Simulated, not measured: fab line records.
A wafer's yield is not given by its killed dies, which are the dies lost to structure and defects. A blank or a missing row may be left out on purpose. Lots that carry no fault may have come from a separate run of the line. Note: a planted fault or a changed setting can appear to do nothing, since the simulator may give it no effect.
The same fault as seen by 2 desks    flow nand_harc    every desk sees just its own numbers, and what lay behind them comes last

== FROM THE METROLOGY DESK ==
Means of the sampled wafers that have a number, per lot and without regard to the tool the lot ran on: this is what the gauges read. Marked OUT: a lot whose mean sits more than 4 standard deviations from the usual mean, which makes it out of limits; the brackets give that distance.
Columns: A = thk_nm at NHARC_A_ONON_D1_THK_MEAS_05, usual 999 nm; B = thk_nm at NHARC_A_ONON_D1_THK_MEAS_14, usual 1000 nm
lot   first seen here  A     B
L312  day 7 18:01      989   995
L313  day 8 05:16      990   1005
L314  day 8 10:43      1000  984
L315  day 9 00:47      998   1004
L316  day 9 13:12      999   991
L317  day 9 19:46      985   1014
L318  day 10 12:52     995   992
L319  day 11 00:43     997   997
L324  day 12 23:26     1016  1184 (+20) OUT
L330  day 15 07:55     1012  981
L333  day 16 14:10     999   1006
L334  day 17 06:22     986   1014
L335  day 17 06:22     1011  1001
Finding of this desk: L324 out of limits; the first was L324 at day 13 01:08, on thk_nm at NHARC_A_ONON_D1_THK_MEAS_14. In limits: L312, L313, L314, L315, L316, L317, L318, L319, L330, L333, L334, L335.

== TOOL OWNER'S DESK, pecvd_onon-02 ==
The tool's own readings at NHARC_A_ONON_D1_DEP_12 (target thk 1000 nm): means of the sampled wafers that have a number, for each lot that ran on this tool. Marked OUT: a lot whose mean sits more than 4 standard deviations from the usual mean, which makes it out of limits; the brackets give that distance.
Columns: A = nh3_flow_sccm at NHARC_A_ONON_D1_DEP_12, usual 500.1 sccm
lot   first seen here  A
L313  day 8 06:37      502.6
L318  day 10 14:05     500.1
L324  day 13 00:44     502.5
L335  day 17 07:32     498.8
Finding of this desk: none of the 4 lots has anything out of limits.

== BROUGHT TOGETHER ==
Metrology desk: alarm possible at day 13 01:08 on L324.
Nothing out of limits was seen by the tool owner's desk.
The tool owner's desk has L324 on record, within its limits.
NHARC_A_ONON_D1_DEP_12 was run on pecvd_onon-02 by each of the lots named.

== WHAT HAD BEEN PUT IN BY THE SIMULATOR ==
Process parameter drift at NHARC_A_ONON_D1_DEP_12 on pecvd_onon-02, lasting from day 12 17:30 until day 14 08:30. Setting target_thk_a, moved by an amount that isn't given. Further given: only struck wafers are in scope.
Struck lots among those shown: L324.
Time in hours between the start of the fault and the first out-of-limits reading at each desk: metrology desk, 8.
